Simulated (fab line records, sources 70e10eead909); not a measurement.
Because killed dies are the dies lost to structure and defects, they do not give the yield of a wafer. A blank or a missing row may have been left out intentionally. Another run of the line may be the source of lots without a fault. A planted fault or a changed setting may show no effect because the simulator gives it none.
Chamber matching	flow nand_harc	rie_diel-09 running NHARC_A_STAIRCASE_ETCH_444: 4 sister chambers
The step etches the open film in C4F8/O2, target depth 20400 nm, time 6800 s. 4 wafers are shown with their chamber, then 7 later ones without.

WAFERS PAIRED WITH THEIR CHAMBERS
wafer	chamber	rf_vpp_V (V)
L085.3	3	815
L085.5	0	809
L087.1	2	808
L087.2	1	809

WAFERS WHOSE CHAMBER IS MISSING
wafer	rf_vpp_V (V)
L087.3	809
L091.1	809
L091.3	808
L091.5	809
L093.1	807
L093.3	813
L093.4	809

WHICH CHAMBER EACH WENT THROUGH
wafer	from the rows above	in truth
L087.3	can't be placed: 0 or 1 or 2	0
L091.1	can't be placed: 0 or 1 or 2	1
L091.3	can't be placed: 2 or 0 or 1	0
L091.5	can't be placed: 0 or 1 or 2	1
L093.1	can't be placed: 2 or 0 or 1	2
L093.3	3	3
L093.4	can't be placed: 0 or 1 or 2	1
Placed correctly: 1 of 7. Can't be placed from these rows: 6 (the true chamber is among the candidates in 6). Wrongly placed: 0.
How it was worked out, from the rows above alone: a wafer's distance from a chamber is the root of the sum, over the readings, of the square of ((its reading less the chamber's mean) divided by the reading's scatter). If the next closest chamber is less than 2 further off than the closest, the wafer can't be placed; otherwise it belongs to the closest. For every chamber, the mean is computed from those of its wafers that are shown. The scatter: root of mean squared gap, hidden wafer to nearest shown wafer, with one shown wafer a chamber.
